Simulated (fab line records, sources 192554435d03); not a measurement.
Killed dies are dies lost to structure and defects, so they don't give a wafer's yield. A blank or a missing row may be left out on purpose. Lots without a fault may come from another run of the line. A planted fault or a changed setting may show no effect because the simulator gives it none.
Which tool did it? | flow n5_finfet | 7 lots, 21 wafers sampled, at 1 step of a route of 1938

WHAT THE GAUGES READ, wafer by wafer
N5_BEOL_M15_THK_MEAS_01.
lot  | measured     | on            | M15_ILD_THK (nm)
L835 | day 15 16:29 | film_metro-01 | 1626 1661 1650
L833 | day 16 06:13 | film_metro-01 | 1654 1648 1657
L834 | day 16 18:36 | film_metro-01 | 1629 1658 1660
L839 | day 17 08:55 | film_metro-01 | 1607 1643 1639
L841 | day 18 01:49 | film_metro-01 | 1634 1658 1653
L847 | day 19 12:19 | film_metro-01 | 1587 1658 1635
L848 | day 20 04:59 | film_metro-01 | 1629 1616 1638

WHICH TOOL RAN EACH LOT (tool, then ch and the chambers of the sampled wafers, then the start)
The record holds no process step before these readings.

THE ANSWER, worked out from the rows above alone
Rule: what is usual is taken from the lots themselves. Put in order of their means at a reading, lots are off if they are a third of the lots or fewer, leave a main group of 4 or more, and stand apart from it by a gap of 3 or more times the standard deviation of the main group's means; of several such gaps the widest counts. A main group whose means are all the same, to the digits that the tables above print for the reading, isn't used. A lot without any number at a reading at which 4 lots or more have one is off too. The other lots that the step has rows for count as sound.
No lot is off at any reading shown: from this, nothing can be told.

WHAT THE SIMULATOR HAD PUT IN
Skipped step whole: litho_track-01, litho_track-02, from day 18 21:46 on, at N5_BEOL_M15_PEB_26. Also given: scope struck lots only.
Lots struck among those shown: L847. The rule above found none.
